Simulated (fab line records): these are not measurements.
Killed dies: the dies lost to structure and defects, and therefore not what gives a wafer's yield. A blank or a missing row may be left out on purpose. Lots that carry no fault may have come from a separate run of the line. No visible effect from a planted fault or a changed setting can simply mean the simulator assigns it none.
Matching of chambers + flow n5Finfet + pecvd-03 running N5_BEOL_M8_DEP_56: 3 sister chambers
The step deposits SiCN from 3MS/NH3, target thk 10 nm, time 17.5 s. 22 wafers are shown with their chamber, then 11 later ones without.

== WAFERS WITH THEIR CHAMBER ==
| wafer  | chamber | showerheadPlenumPTorr (Torr) | throttleValvePct (%) |
|--------|---------|------------------------------|----------------------|
| L075.2 | 0       | 3.654                        | 8.8                  |
| L075.4 | 1       | 3.655                        | 8.9                  |
| L075.5 | 0       | 3.661                        | 8.8                  |
| L079.1 | 0       | 3.651                        | 8.5                  |
| L079.2 | 1       | 3.655                        | 8.9                  |
| L079.3 | 2       | 3.660                        | 8.6                  |
| L080.1 | 0       | 3.649                        | 8.6                  |
| L080.2 | 2       | 3.673                        | 8.5                  |
| L080.4 | 0       | 3.650                        | 9.2                  |
| L083.1 | 1       | 3.651                        | 8.5                  |
| L083.3 | 0       | 3.665                        | 9.0                  |
| L083.5 | 1       | 3.657                        | 8.7                  |
| L084.3 | 0       | 3.655                        | 9.0                  |
| L084.5 | 2       | 3.669                        | 8.4                  |
| L084.6 | 1       | 3.652                        | 9.1                  |
| L085.3 | 1       | 3.647                        | 8.7                  |
| L085.4 | 0       | 3.660                        | 8.8                  |
| L085.6 | 1       | 3.636                        | 8.6                  |
| L086.2 | 2       | 3.660                        | 8.8                  |
| L086.3 | 1       | 3.648                        | 8.7                  |
| L086.5 | 1       | 3.655                        | 9.1                  |
| L090.4 | 2       | 3.663                        | 8.7                  |

SIGNATURES (means of the wafers above)
| reading               | chamber 0 | chamber 1 | chamber 2 | scatter within a chamber |
|-----------------------|-----------|-----------|-----------|--------------------------|
| showerheadPlenumPTorr | 3.65563   | 3.65067   | 3.66500   | 0.00609                  |
| throttleValvePct      | 8.838     | 8.800     | 8.600     | 0.208                    |
Rule: for each reading, subtract the chamber's mean from the wafer's reading, divide by that reading's scatter and square the result; add these up over the readings and take the root, which gives the wafer's distance from the chamber. If the next closest chamber is less than 2 further off than the closest, the wafer can't be placed; otherwise it belongs to the closest. The scatter: the root of (the sum of the squares of (reading less its chamber's mean) over the shown wafers, divided by (wafers less chambers)).

== WAFERS WITHOUT THEIR CHAMBER ==
| wafer  | showerheadPlenumPTorr (Torr) | throttleValvePct (%) |
|--------|------------------------------|----------------------|
| L090.5 | 3.657                        | 8.9                  |
| L090.6 | 3.657                        | 9.0                  |
| L091.2 | 3.658                        | 8.6                  |
| L091.4 | 3.657                        | 9.0                  |
| L091.6 | 3.650                        | 8.9                  |
| L093.1 | 3.650                        | 8.9                  |
| L093.2 | 3.665                        | 8.8                  |
| L093.6 | 3.646                        | 8.8                  |
| L096.1 | 3.653                        | 8.6                  |
| L096.2 | 3.651                        | 8.7                  |
| L096.4 | 3.664                        | 8.9                  |

== WHICH CHAMBER EACH ONE RAN IN ==
| wafer  | from the rows above          | in truth |
|--------|------------------------------|----------|
| L090.5 | can't be placed: 0 or 1 or 2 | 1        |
| L090.6 | can't be placed: 0 or 1 or 2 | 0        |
| L091.2 | can't be placed: 2 or 0 or 1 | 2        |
| L091.4 | can't be placed: 0 or 1 or 2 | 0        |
| L091.6 | can't be placed: 1 or 0      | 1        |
| L093.1 | can't be placed: 1 or 0      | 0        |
| L093.2 | can't be placed: 2 or 0 or 1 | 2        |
| L093.6 | can't be placed: 1 or 0      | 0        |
| L096.1 | can't be placed: 1 or 0 or 2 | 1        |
| L096.2 | can't be placed: 1 or 0 or 2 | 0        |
| L096.4 | can't be placed: 0 or 2 or 1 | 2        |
Correctly placed: 0 of 11. From these rows, 11 cannot be placed; in 11 the true chamber is one of the candidates. 0 placed wrongly.
